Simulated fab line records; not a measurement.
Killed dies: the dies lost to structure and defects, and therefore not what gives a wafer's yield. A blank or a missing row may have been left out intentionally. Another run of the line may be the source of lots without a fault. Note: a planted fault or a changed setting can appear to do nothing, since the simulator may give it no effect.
fab line records | flow nand-harc
record lots=6 | wafers=18 | last-day=31
route steps=1302 shown A_STAIRCASE@807 END@1302
lots untouched by any fault: they come from a run of this same line in which no faults occurred
start-h: the number of hours between the record's first day and the start of the first shown wafer of the lot | wait-h: hours from the lot's prior step to this one | " identical to the entry in the row above | L1.1+2: a single row standing in for several wafers | - no value, or no start given | * or withheld: withheld | < > ~ a bound
route shown NAME@n: NAME is a module with steps in the file, n the number in the route of the first one | usual: mean/standard deviation taken from wafers without a fault | same: alike in all rows | chamber/n: place in a boat | sites: the reading at each site | _std_site: the standard deviation of these | _edge_site: outer sites' mean less inner sites' | radius-mm: how far each site lies from the wafer's centre | mask NAME#n: copy n | behind: the tool/chamber that last shaped the wafer | hold: cause of the lot's hold/its duration in hours/its outcome | device: names the non-switching transistor (n, p or np) | end of line: the tests these same wafers got at the end of their route | for a step that has no rows: nothing shown but its recipe | killed: the dies lost at the first sort to structure and to defects; this is not the yield of the wafer | map: a wafer's dies, marking killed ones x, the rest . and places with no die _
set.NAME: the setting that was run; set.NAME@STEP: the one run at that earlier step | model.NAME: the simulator's own value behind a step, which no gauge read
a table for each step, a row for each wafer; lots at some steps of the route
services: the hour from which a tool's chamber was out of use, counted from the record's first day as start-h (under 0 if before that day), plus the number of hours and why
## steps
# step NHARC_A_STAIRCASE_DESCUM_291
# recipe time-s=3 | o2-flow-sccm=200 | ar-flow-sccm=0 | bias-power-w=0 | chemistry=O2
# usual drypump-motor-current-A=5.8/0.49 | oes-product-au=0.998/0.0075 | rf-vpp-V=57.8/0.8 | showerhead-plenum-p-Torr=1.93/0.071 | throttle-valve-pct=11.310/0.0088
lot.wafer | tool        | chamber | start-h | wait-h | drypump-motor-current-A | oes-product-au | rf-hours-counter-h | rf-vpp-V | showerhead-plenum-p-Torr | throttle-valve-pct
L407.1    | rie-diel-04 | 3       | 373.62  | -      | 6.0                     | 0.988          | 4                  | 59.4     | 2.04                     | 11.322
L407.2    | "           | 0       | "       | "      | 5.3                     | 1.000          | 4                  | 57.2     | 1.84                     | 11.310
L407.4    | "           | 1       | "       | "      | 6.6                     | 0.994          | 4                  | 57.2     | 1.78                     | 11.318
L408.1    | rie-diel-04 | 2       | 388.44  | -      | 6.2                     | 0.992          | 11                 | 57.2     | 1.97                     | 11.315
L408.4    | "           | 0       | "       | "      | 5.3                     | 1.003          | 10                 | 57.3     | 1.84                     | 11.313
L408.3    | "           | 1       | "       | "      | 6.6                     | 1.003          | 11                 | 58.3     | 1.77                     | 11.301
L412.4    | rie-diel-11 | 1       | 420.17  | -      | 6.2                     | 0.991          | 48                 | 57.6     | 2.00                     | 11.301
L412.2    | "           | 0       | "       | "      | 6.3                     | 0.992          | 53                 | 57.9     | 1.97                     | 11.326
L412.6    | "           | 1       | "       | "      | 6.2                     | 1.001          | -                  | 58.6     | 2.00                     | 11.315
L413.4    | rie-diel-04 | 0       | 438.67  | -      | 5.2                     | 1.004          | 23                 | 58.1     | 1.84                     | 11.311
L413.5    | "           | 1       | "       | "      | 6.5                     | 1.002          | -                  | 55.8     | 1.77                     | 11.315
L413.6    | "           | 2       | "       | "      | 6.2                     | 0.991          | -                  | 57.8     | 1.97                     | 11.317
L424.4    | rie-diel-11 | 0       | 552.78  | -      | 6.3                     | 0.995          | 43                 | 58.3     | 1.96                     | 11.307
L424.2    | "           | 2       | "       | "      | 6.1                     | 1.008          | 45                 | 58.6     | 1.95                     | 11.309
L424.6    | "           | 0       | "       | "      | 6.3                     | 0.998          | -                  | 57.8     | 1.96                     | 11.321
L425.2    | rie-diel-12 | 2       | 559.86  | -      | 5.4                     | 0.984          | 30                 | 59.1     | 1.96                     | 11.307
L425.3    | "           | 0       | "       | "      | 5.0                     | 1.002          | 32                 | 57.6     | 1.85                     | 11.307
L425.5    | "           | 1       | "       | "      | 5.5                     | 0.987          | -                  | 58.0     | 1.94                     | 11.315
# step NHARC_A_STAIRCASE_ETCH_292
# recipe cf4-flow-sccm=100 | chf3-flow-sccm=30 | ar-flow-sccm=0 | rf-w=500 | bias-w=200 | chemistry=CF4/CHF3
# step NHARC_A_STAIRCASE_HM_OPEN_460
# recipe o2-flow-sccm=400 | cos-flow-sccm=20 | ar-flow-sccm=0 | rf-w=500 | bias-w=300 | chemistry=O2/COS
# usual drypump-motor-current-A=5.8/0.49 | oes-product-au=0.999/0.0077 | rf-vpp-V=467.5/2.5 | showerhead-plenum-p-Torr=3.14/0.11 | throttle-valve-pct=28.330/0.0084
lot.wafer | tool        | chamber | start-h | wait-h | drypump-motor-current-A | oes-product-au | rf-hours-counter-h | rf-vpp-V | showerhead-plenum-p-Torr | throttle-valve-pct
L407.4    | rie-diel-04 | 3       | -       | -      | 6.0                     | 1.002          | 4                  | 472.1    | 3.31                     | 28.338
L407.2    | "           | 1       | "       | "      | 6.6                     | 0.997          | 4                  | 464.2    | 2.91                     | 28.333
L407.1    | "           | 2       | "       | "      | 6.2                     | 0.986          | 4                  | 468.8    | 3.21                     | 28.336
L408.1    | rie-diel-04 | 3       | -       | -      | 6.0                     | 0.993          | 9                  | 470.3    | 3.31                     | 28.331
L408.4    | "           | 0       | "       | "      | 5.3                     | 1.006          | 10                 | 464.3    | 3.01                     | 28.337
L408.3    | "           | 2       | "       | "      | 6.2                     | 1.008          | 11                 | 469.7    | 3.21                     | 28.327
L412.4    | rie-diel-11 | 1       | -       | -      | 6.2                     | 1.004          | 48                 | 469.1    | 3.25                     | 28.331
L412.2    | "           | 2       | "       | "      | 6.1                     | 1.008          | 46                 | 467.7    | 3.20                     | 28.335
L412.6    | "           | 1       | "       | "      | 6.2                     | 0.994          | -                  | 468.7    | 3.25                     | 28.329
L413.4    | rie-diel-04 | 1       | -       | -      | 6.6                     | 1.001          | 24                 | 463.0    | 2.90                     | 28.328
L413.5    | "           | 0       | "       | "      | 5.3                     | 1.001          | -                  | 464.7    | 3.00                     | 28.340
L413.6    | "           | 1       | "       | "      | 6.6                     | 1.004          | -                  | 463.5    | 2.90                     | 28.335
L424.2    | rie-diel-11 | 3       | -       | -      | 5.0                     | 0.989          | 42                 | 463.9    | 3.07                     | 28.335
L424.4    | "           | 1       | "       | "      | 6.2                     | 1.011          | 46                 | 469.1    | 3.22                     | 28.340
L424.6    | "           | 3       | "       | "      | 5.0                     | 0.992          | -                  | 466.7    | 3.07                     | 28.331
L425.3    | rie-diel-12 | 2       | -       | -      | 5.4                     | 0.978          | 30                 | 467.8    | 3.19                     | 28.327
L425.2    | "           | 3       | "       | "      | 6.1                     | 0.992          | 32                 | 463.9    | 3.01                     | 28.330
L425.5    | "           | 3       | "       | "      | 6.2                     | 0.986          | -                  | 465.3    | 3.01                     | 28.333
# step NHARC_A_STAIRCASE_STRIP_461
# recipe o2-flow-sccm=400 | cos-flow-sccm=20 | ar-flow-sccm=0 | bias-w=0 | chemistry=O2/COS
# step NHARC_A_STAIRCASE_ETCH_452
# recipe target-depth-a=300 | overetch-a=30 | time-s=16.5 | ion-energy-ev=100 | cf4-flow-sccm=80 | o2-flow-sccm=20 | ar-flow-sccm=0 | rf-w=300 | bias-w=100 | chemistry=CF4/O2
# usual cf4-flow-sccm=80.05/0.25 | drypump-motor-current-A=5.8/0.5 | oes-product-au=0.998/0.0084 | rf-vpp-V=198.0/1.2 | showerhead-plenum-p-Torr=1.34/0.05 | throttle-valve-pct=13.397/0.0089
lot.wafer | tool        | chamber | start-h | wait-h | cf4-flow-sccm | drypump-motor-current-A | oes-product-au | rf-hours-counter-h | rf-vpp-V | showerhead-plenum-p-Torr | throttle-valve-pct
L407.1    | rie-diel-04 | 0       | -       | -      | 80.62         | 5.3                     | 1.003          | 4                  | 196.5    | 1.29                     | 13.419
L407.2    | "           | 1       | "       | "      | 80.07         | 6.6                     | 0.999          | 4                  | 197.3    | 1.24                     | 13.397
L407.4    | "           | 3       | "       | "      | 79.91         | 6.0                     | 1.002          | 4                  | 200.8    | 1.42                     | 13.408
L408.3    | rie-diel-04 | 1       | -       | -      | 79.72         | 6.5                     | 0.994          | 12                 | 196.2    | 1.24                     | 13.391
L408.1    | "           | 2       | "       | "      | 79.98         | 6.2                     | 0.995          | 11                 | 198.5    | 1.37                     | 13.406
L408.4    | "           | 0       | "       | "      | 79.98         | 5.2                     | 0.995          | 10                 | 196.4    | 1.28                     | 13.411
L412.2    | rie-diel-11 | 0       | -       | -      | 79.91         | 6.3                     | 0.997          | 54                 | 198.8    | 1.38                     | 13.404
L412.4    | "           | 1       | "       | "      | 80.44         | 6.2                     | 0.990          | 48                 | 198.0    | 1.39                     | 13.392
L412.6    | "           | 3       | "       | "      | 80.52         | 5.0                     | 0.990          | -                  | 197.0    | 1.32                     | 13.409
L413.4    | rie-diel-04 | 3       | -       | -      | 80.17         | 6.0                     | 1.004          | 27                 | 197.8    | 1.41                     | 13.405
L413.5    | "           | 0       | "       | "      | 80.07         | 5.3                     | 0.998          | -                  | 197.6    | 1.28                     | 13.394
L413.6    | "           | 1       | "       | "      | 79.75         | 6.5                     | 0.990          | -                  | 195.8    | 1.24                     | 13.385
L424.2    | rie-diel-11 | 3       | -       | -      | 80.30         | 5.0                     | 0.991          | 42                 | 196.8    | 1.31                     | 13.393
L424.4    | "           | 0       | "       | "      | 79.95         | 6.2                     | 0.997          | 43                 | 199.5    | 1.37                     | 13.403
L424.6    | "           | 2       | "       | "      | 79.54         | 6.1                     | 1.006          | -                  | 197.7    | 1.36                     | 13.388
L425.2    | rie-diel-12 | 3       | -       | -      | 80.25         | 6.1                     | 1.000          | 32                 | 197.4    | 1.29                     | 13.392
L425.3    | "           | 2       | "       | "      | 80.06         | 5.5                     | 1.002          | 30                 | 198.3    | 1.37                     | 13.384
L425.5    | "           | 3       | "       | "      | 80.03         | 6.1                     | 0.993          | -                  | 197.0    | 1.29                     | 13.401
# step NHARC_A_STAIRCASE_ETCH_294
# recipe target-depth-a=49890 | time-s=1211.6 | ion-energy-ev=800 | c4f8-flow-sccm=80 | o2-flow-sccm=60 | ar-flow-sccm=withheld | rf-w=600 | bias-w=3000 | chemistry=C4F8/O2/Ar
# step NHARC_A_STAIRCASE_STRIP_295
# recipe o2-flow-sccm=500 | ar-flow-sccm=0 | bias-w=0 | chemistry=O2
# usual drypump-motor-current-A=5.8/0.49 | oes-product-au=0.998/0.0075 | rf-vpp-V=58.0/0.92 | showerhead-plenum-p-Torr=3.55/0.12 | throttle-valve-pct=17.037/0.0095
lot.wafer | tool        | chamber | start-h | wait-h | drypump-motor-current-A | oes-product-au | rf-hours-counter-h | rf-vpp-V | showerhead-plenum-p-Torr | throttle-valve-pct
L407.2    | rie-diel-04 | 0       | -       | -      | 5.3                     | 0.995          | 4                  | 58.2     | 3.40                     | 17.036
L407.1    | "           | 1       | "       | "      | 6.6                     | 0.998          | 4                  | 56.5     | 3.29                     | 17.028
L407.4    | "           | 2       | "       | "      | 6.2                     | 0.994          | 5                  | 59.3     | 3.63                     | 17.045
L408.4    | rie-diel-04 | 2       | -       | -      | 6.3                     | 0.997          | 12                 | 57.0     | 3.63                     | 17.046
L408.3    | "           | 3       | "       | "      | 6.0                     | 1.006          | 10                 | 58.9     | 3.74                     | 17.055
L408.1    | "           | 0       | "       | "      | 5.3                     | 1.010          | 10                 | 58.9     | 3.40                     | 17.041
L412.2    | rie-diel-11 | 0       | -       | -      | 6.3                     | 1.001          | 54                 | 57.5     | 3.63                     | 17.045
L412.4    | "           | 1       | "       | "      | 6.2                     | 0.997          | 48                 | 57.9     | 3.67                     | 17.028
L412.6    | "           | 1       | "       | "      | 6.2                     | 0.983          | -                  | 59.4     | 3.67                     | 17.039
L413.4    | rie-diel-04 | 1       | -       | -      | 6.6                     | 0.993          | 25                 | 57.8     | 3.28                     | 17.037
L413.5    | "           | 3       | "       | "      | 6.0                     | 1.000          | -                  | 58.2     | 3.73                     | 17.045
L413.6    | "           | 0       | "       | "      | 5.3                     | 0.992          | -                  | 57.7     | 3.39                     | 17.047
L424.4    | rie-diel-11 | 1       | -       | -      | 6.2                     | 0.996          | 46                 | 59.3     | 3.64                     | 17.035
L424.2    | "           | 2       | "       | "      | 6.1                     | 1.004          | 45                 | 60.6     | 3.59                     | 17.043
L424.6    | "           | 2       | "       | "      | 6.1                     | 1.010          | -                  | 57.8     | 3.59                     | 17.053
L425.3    | rie-diel-12 | 0       | -       | -      | 5.0                     | 0.992          | 33                 | 57.8     | 3.42                     | 17.032
L425.2    | "           | 2       | "       | "      | 5.4                     | 0.987          | 30                 | 58.0     | 3.61                     | 17.027
L425.5    | "           | 0       | "       | "      | 5.0                     | 0.999          | -                  | 58.3     | 3.42                     | 17.033
# step NHARC_A_STAIRCASE_STRIP_296
# recipe time-s=900 | temp-c=130 | chemistry=SPM
# step NHARC_A_STAIRCASE_PRECLEAN_297
# recipe time-s=* | temp-c=50 | bath-age-min=0 | chemistry=SC1
# step NHARC_A_STAIRCASE_SRD_298
# step NHARC_A_STAIRCASE_HM_DEP_462
# recipe target-thk-a=8000 | temp-c=400 | material=aC
# usual throttle-valve-pct=35.000/0.0087
lot.wafer | tool       | chamber | start-h | wait-h | throttle-valve-pct
L407.1    | acl-dep-03 | 0       | 375.85  | 0.1    | 34.998
L407.2    | "          | 0       | "       | "      | 35.006
L407.4    | "          | 0       | "       | "      | 35.003
L408.1    | acl-dep-01 | 0       | 391.15  | 0.5    | 35.012
L408.3    | "          | 0       | "       | "      | 35.010
L408.4    | "          | 0       | "       | "      | 35.013
L412.2    | acl-dep-03 | 0       | 422.71  | 0.4    | 35.007
L412.4    | "          | 0       | "       | "      | 34.993
L412.6    | "          | 0       | "       | "      | 35.017
L413.4    | acl-dep-01 | 0       | 446.87  | 5.7    | 35.011
L413.5    | "          | 0       | "       | "      | 34.988
L413.6    | "          | 0       | "       | "      | 35.009
L424.2    | acl-dep-03 | 0       | 555.40  | 0.4    | 34.998
L424.4    | "          | 0       | "       | "      | 34.995
L424.6    | "          | 0       | "       | "      | 35.005
L425.2    | acl-dep-03 | 0       | 568.37  | 6.3    | 34.995
L425.3    | "          | 0       | "       | "      | 35.012
L425.5    | "          | 0       | "       | "      | 34.978
# step NHARC_A_STAIRCASE_DEP_301
# recipe target-thk-a=300 | target-thk-nm=30 | temp-c=400 | pressure-torr=3.5 | flow-sccm=200 | rf-w=350 | material=SiON
# usual heater-power-w=786/140 | rf-fwd-power-W=348.6/1.1 | showerhead-vpp-V=1152/67
lot.wafer | tool     | chamber | start-h | wait-h | heater-power-w | rf-fwd-power-W | showerhead-vpp-V
L407.1    | pecvd-02 | 1       | 378.00  | 1.8    | 765            | 349.1          | 1211
L407.2    | "        | 0       | "       | "      | 913            | 350.4          | 1073
L407.4    | "        | 1       | "       | "      | 755            | 347.3          | 1198
L408.3    | pecvd-03 | 1       | 393.03  | 0.9    | 689            | 349.2          | 1233
L408.1    | "        | 0       | "       | "      | 791            | 350.0          | 1030
L408.4    | "        | 0       | "       | "      | 771            | 349.6          | 1046
L412.2    | pecvd-03 | 1       | 424.28  | 1.3    | 729            | 349.5          | 1226
L412.6    | "        | 1       | "       | "      | 724            | 352.0          | 1230
L412.4    | "        | 0       | "       | "      | 746            | 207.9          | 822
L413.6    | pecvd-03 | 0       | 447.91  | 0.1    | 826            | 209.4          | 805
L413.4    | "        | 1       | "       | "      | 670            | 350.4          | 1224
L413.5    | "        | 2       | "       | "      | 1133           | 348.8          | 1150
L424.2    | pecvd-02 | 2       | 557.06  | 1.4    | 628            | 347.2          | 1224
L424.6    | "        | 1       | "       | "      | 814            | 347.5          | 1218
L424.4    | "        | 2       | "       | "      | 615            | 348.5          | 1268
L425.2    | pecvd-03 | 0       | 569.91  | 1.2    | 753            | 348.9          | 1041
L425.3    | "        | 2       | "       | "      | 1029           | 348.2          | 1156
L425.5    | "        | 1       | "       | "      | 610            | 349.8          | 1224
# step NHARC_A_STAIRCASE_DEHYDRATE_302
# recipe temp-c=150 | time-s=120
# step NHARC_END_SORT_01
# recipe temp-c=25
# usual killed-at-array=58/15 | killed-at-other=0.8/1.2 | killed-at-periphery=3.5/2.5 | killed-dies=62/15 | killed-open=3.2/1.7 | killed-short=2.4/1.5
# same gross-dies=677
lot.wafer | tool      | chamber | start-h | wait-h | killed-at-array | killed-at-other | killed-at-periphery | killed-dies | killed-open | killed-short
L407.1    | prober-02 | 0       | 555.36  | 2.5    | 78              | 0               | 0                   | 78          | 1           | 3
L407.2    | prober-02 | 0       | 556.16  | 2.8    | 64              | 0               | 2                   | 66          | 2           | 1
L407.4    | prober-02 | 0       | 557.78  | 3.4    | 72              | 0               | 2                   | 74          | 3           | 1
L408.1    | prober-02 | 0       | 566.00  | 2.5    | 59              | 0               | 1                   | 60          | 2           | 1
L408.3    | prober-02 | 0       | 567.58  | 3.1    | 50              | 0               | 2                   | 52          | 0           | 1
L408.4    | prober-02 | 0       | 568.37  | 3.4    | 60              | 0               | 1                   | 61          | 4           | 2
L412.2    | prober-01 | 0       | 596.62  | 2.8    | 57              | 1               | 0                   | 58          | 3           | 6
L412.4    | prober-01 | 0       | 598.25  | 3.5    | 52              | 0               | 3                   | 55          | 2           | 4
L412.6    | prober-01 | 0       | 599.88  | 4.1    | 52              | 0               | 3                   | 55          | 3           | 3
L413.4    | prober-02 | 0       | 633.99  | 3.4    | 46              | 0               | 2                   | 48          | 3           | 1
L413.5    | prober-02 | 0       | 634.79  | 3.7    | 49              | 0               | 3                   | 52          | 2           | 1
L413.6    | prober-02 | 0       | 635.60  | 4.0    | 49              | 2               | 1                   | 52          | 3           | 1
L424.2    | prober-01 | 0       | 734.22  | 2.8    | 68              | 0               | 4                   | 72          | 7           | 3
L424.4    | prober-01 | 0       | 735.84  | 3.4    | 78              | 1               | 2                   | 81          | 2           | 1
L424.6    | prober-01 | 0       | 737.46  | 4.0    | 70              | 0               | 1                   | 71          | 5           | 1
L425.2    | prober-02 | 0       | 750.77  | 2.8    | 51              | 0               | 7                   | 58          | 4           | 3
L425.3    | prober-02 | 0       | 751.57  | 3.1    | 42              | 0               | 5                   | 47          | 7           | 3
L425.5    | prober-02 | 0       | 753.19  | 3.7    | 44              | 1               | 7                   | 52          | 3           | 0
# killed by level:class
L407.1 A_CHANNEL_HOLE_D2:chamber-film-flake=30 A_SLIT:chamber-film-flake=20 A_CHANNEL_HOLE_D1:chamber-film-flake=17 A_STAIRCASE:chamber-film-flake=5 A_CHANNEL_FILL_D1:geometric-particle:short=1 A_CHANNEL_FILL_D2:geometric-particle:short=1 A_WL_FILL:geometric-particle:open=1 A_CONTACT:geometric-particle:short=1
L407.2 A_CHANNEL_HOLE_D1:chamber-film-flake=24 A_CHANNEL_HOLE_D2:chamber-film-flake=22 A_SLIT:chamber-film-flake=10 A_STAIRCASE:chamber-film-flake=3 P_GATE:chamber-film-flake=2 A_ONON_D1:geometric-particle:short=1 A_ONON_D1:geometric-particle:open=1 A_SGD_CUT:geometric-particle:open=1
L407.4 A_CHANNEL_HOLE_D2:chamber-film-flake=25 A_CHANNEL_HOLE_D1:chamber-film-flake=21 A_SLIT:chamber-film-flake=16 A_STAIRCASE:chamber-film-flake=3 A_CONTACT:chamber-film-flake=2 P_CONTACT:geometric-particle:open=1 A_SOURCE_PLATE:geometric-particle:open=1 A_ONON_D2:geometric-particle:open=1
L408.1 A_CHANNEL_HOLE_D2:chamber-film-flake=33 A_STAIRCASE:chamber-film-flake=11 A_CHANNEL_FILL_D1:chamber-film-flake=4 A_CONTACT:chamber-film-flake=4 A_WL_FILL:chamber-film-flake=2 P_M2:geometric-particle:open=1 A_DECK1_JOINT:geometric-particle:short=1 A_DECK1_JOINT:geometric-particle:open=1
L408.3 A_CHANNEL_HOLE_D2:chamber-film-flake=35 A_STAIRCASE:chamber-film-flake=6 A_WL_FILL:chamber-film-flake=3 A_CONTACT:chamber-film-flake=3 A_ONON_D2:geometric-particle:short=1 P_STI:chamber-film-flake=1 P_GATE:chamber-film-flake=1 A_ZERO_WELL:chamber-film-flake=1
L408.4 A_CHANNEL_HOLE_D2:chamber-film-flake=44 A_CONTACT:chamber-film-flake=4 A_STAIRCASE:chamber-film-flake=3 A_CHANNEL_FILL_D1:chamber-film-flake=2 P_M0:geometric-particle:open=1 A_CHANNEL_FILL_D1:geometric-particle:open=1 A_DECK1_JOINT:geometric-particle:open=1 A_CHANNEL_FILL_D2:geometric-particle:open=1
L412.2 A_CHANNEL_HOLE_D1:chamber-film-flake=32 A_CHANNEL_HOLE_D2:chamber-film-flake=11 A_CHANNEL_FILL_D2:geometric-particle:short=2 A_CONTACT:chamber-film-flake=2 A_ONON_D1:geometric-particle:short=1 A_CHANNEL_FILL_D1:geometric-particle:short=1 A_CHANNEL_FILL_D1:geometric-particle:open=1 A_DECK1_JOINT:geometric-particle:short=1
L412.4 A_CHANNEL_HOLE_D1:chamber-film-flake=31 A_CHANNEL_HOLE_D2:chamber-film-flake=10 A_STAIRCASE:chamber-film-flake=2 A_SLIT:chamber-film-flake=2 P_GATE:geometric-particle:short=1 P_BONDPAD:geometric-particle:open=1 A_ONON_D1:geometric-particle:short=1 A_CHANNEL_FILL_D1:geometric-particle:short=1
L412.6 A_CHANNEL_HOLE_D1:chamber-film-flake=34 A_CHANNEL_HOLE_D2:chamber-film-flake=6 A_CHANNEL_FILL_D1:geometric-particle:short=3 A_BLC:geometric-particle:open=2 P_ZERO_WELL:chamber-film-flake=2 A_CONTACT:chamber-film-flake=2 A_CHANNEL_FILL_D1:geometric-particle:open=1 P_CONTACT:chamber-film-flake=1
L413.4 A_SLIT:chamber-film-flake=28 A_CONTACT:chamber-film-flake=5 A_CHANNEL_HOLE_D2:chamber-film-flake=4 A_CHANNEL_HOLE_D1:chamber-film-flake=2 A_STAIRCASE:chamber-film-flake=2 A_ONON_D1:geometric-particle:open=1 A_ONON_D1:geometric-particle:short=1 A_SGD_CUT:geometric-particle:open=1
L413.5 A_SLIT:chamber-film-flake=30 A_CHANNEL_HOLE_D2:chamber-film-flake=8 A_CHANNEL_HOLE_D1:chamber-film-flake=5 A_CONTACT:chamber-film-flake=4 P_GATE:chamber-film-flake=2 P_CONTACT:geometric-particle:open=1 A_WL_FILL:geometric-particle:short=1 A_CONTACT:geometric-particle:open=1
L413.6 A_SLIT:chamber-film-flake=28 A_CONTACT:chamber-film-flake=8 A_CHANNEL_HOLE_D2:chamber-film-flake=5 A_CHANNEL_HOLE_D1:chamber-film-flake=2 A_WL_FILL:chamber-film-flake=2 A_CHANNEL_FILL_D1:geometric-particle:short=1 A_BLC:geometric-particle:open=1 A_M1:geometric-particle:open=1
L424.2 A_CHANNEL_HOLE_D1:chamber-film-flake=29 A_CHANNEL_HOLE_D2:chamber-film-flake=13 A_CONTACT:chamber-film-flake=8 A_STAIRCASE:chamber-film-flake=7 P_M0:geometric-particle:open=2 A_SLIT:chamber-film-flake=2 A_CHANNEL_FILL_D1:geometric-particle:open=2 P_CONTACT:geometric-particle:open=1
L424.4 A_CHANNEL_HOLE_D2:chamber-film-flake=29 A_CHANNEL_HOLE_D1:chamber-film-flake=28 A_SLIT:chamber-film-flake=8 A_CONTACT:chamber-film-flake=5 A_STAIRCASE:chamber-film-flake=4 P_CONTACT:geometric-particle:open=1 A_M0:geometric-particle:open=1 P_BONDPAD:chamber-film-flake=1
L424.6 A_CHANNEL_HOLE_D1:chamber-film-flake=31 A_CHANNEL_HOLE_D2:chamber-film-flake=25 A_WL_FILL:geometric-particle:open=2 A_STAIRCASE:chamber-film-flake=2 A_SLIT:chamber-film-flake=2 A_CONTACT:chamber-film-flake=2 A_ONON_D1:geometric-particle:open=1 A_CHANNEL_FILL_D1:geometric-particle:open=1
L425.2 A_CHANNEL_HOLE_D1:chamber-film-flake=38 P_STI:chamber-film-flake=6 A_SLIT:chamber-film-flake=2 A_STAIRCASE:chamber-film-flake=2 A_ONON_D1:geometric-particle:open=1 A_ONON_D1:geometric-particle:short=1 A_CHANNEL_FILL_D1:geometric-particle:open=1 A_ONON_D2:geometric-particle:open=1
L425.3 A_CHANNEL_HOLE_D1:chamber-film-flake=26 P_STI:chamber-film-flake=3 A_SLIT:chamber-film-flake=3 A_CHANNEL_FILL_D1:geometric-particle:open=2 A_M0:geometric-particle:open=2 P_CONTACT:geometric-particle:open=1 A_SOURCE_PLATE:geometric-particle:short=1 A_ONON_D2:geometric-particle:open=1
L425.5 A_CHANNEL_HOLE_D1:chamber-film-flake=31 A_SLIT:chamber-film-flake=6 P_STI:chamber-film-flake=4 P_CONTACT:geometric-particle:open=3 A_WL_FILL:chamber-film-flake=2 A_CHANNEL_HOLE_D2:chamber-film-flake=1 A_STAIRCASE:chamber-film-flake=1 A_BLC:chamber-film-flake=1
## services
tool        | chamber | start-h | hours | kind
rie-diel-04 | -       | 357.82  | 9.0   | pm
rie-diel-04 | 0       | 357.82  | 9.0   | vent-cycle
rie-diel-04 | 1       | 357.82  | 9.0   | vent-cycle
rie-diel-04 | 2       | 357.82  | 9.0   | vent-cycle
rie-diel-04 | 3       | 357.82  | 9.0   | vent-cycle
pecvd-03    | -       | 366.24  | 13.0  | pm
acl-dep-01  | -       | 372.72  | 13.0  | pm
rie-diel-04 | 1       | 395.52  | 5.5   | repair
rie-diel-12 | -       | 396.22  | 1.2   | repair
pecvd-02    | -       | 408.35  | 13.0  | pm
rie-diel-04 | 1       | 411.04  | 2.2   | repair
rie-diel-04 | 0       | 416.90  | 7.5   | repair
rie-diel-11 | -       | 432.54  | 9.0   | pm
rie-diel-12 | -       | 445.50  | 9.0   | pm
rie-diel-04 | 1       | 446.43  | 59.4  | repair
acl-dep-03  | -       | 483.13  | 13.0  | pm
rie-diel-11 | 2       | 488.06  | 1.5   | repair
pecvd-03    | -       | 501.58  | 6.1   | repair
pecvd-02    | -       | 515.73  | 1.5   | repair
pecvd-03    | 1       | 522.78  | 4.3   | repair
rie-diel-04 | -       | 534.82  | 9.0   | pm
pecvd-03    | -       | 547.24  | 13.0  | pm
acl-dep-01  | -       | 555.18  | 13.0  | pm
rie-diel-12 | 3       | 562.56  | 6.0   | repair
## key
first-sign step=NHARC_A_STAIRCASE_DEP_301 | reading=rf-fwd-power-W | direction=down | sigmas=99+ | usual=* | struck=*
effect step=NHARC_A_STAIRCASE_DEP_301 | reading=showerhead-vpp-V | direction=down | sigmas=5.1 | usual=1152 | struck=813
met-at NHARC_A_STAIRCASE_DEP_301
struck-wafers L412.4,L413.6
tester-left-out L412,L413
onset-between 393.03 424.28
fault kind=process-parameter-drift | tool=pecvd-03 | chamber=0 | onset-h=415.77 | steps=NHARC_A_STAIRCASE_DEP_301 | channel=rf-w | offset=* | shape=step | end-h=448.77 | acts-in=* | stated=*
# tester-left-out: of these lots the tester's yield and bins aren't shown, on N5 and GAA mostly nor the transistor test; their killed dies are dies lost to structure and defects alone, not to doping, threshold or leakage, so they don't give the yield
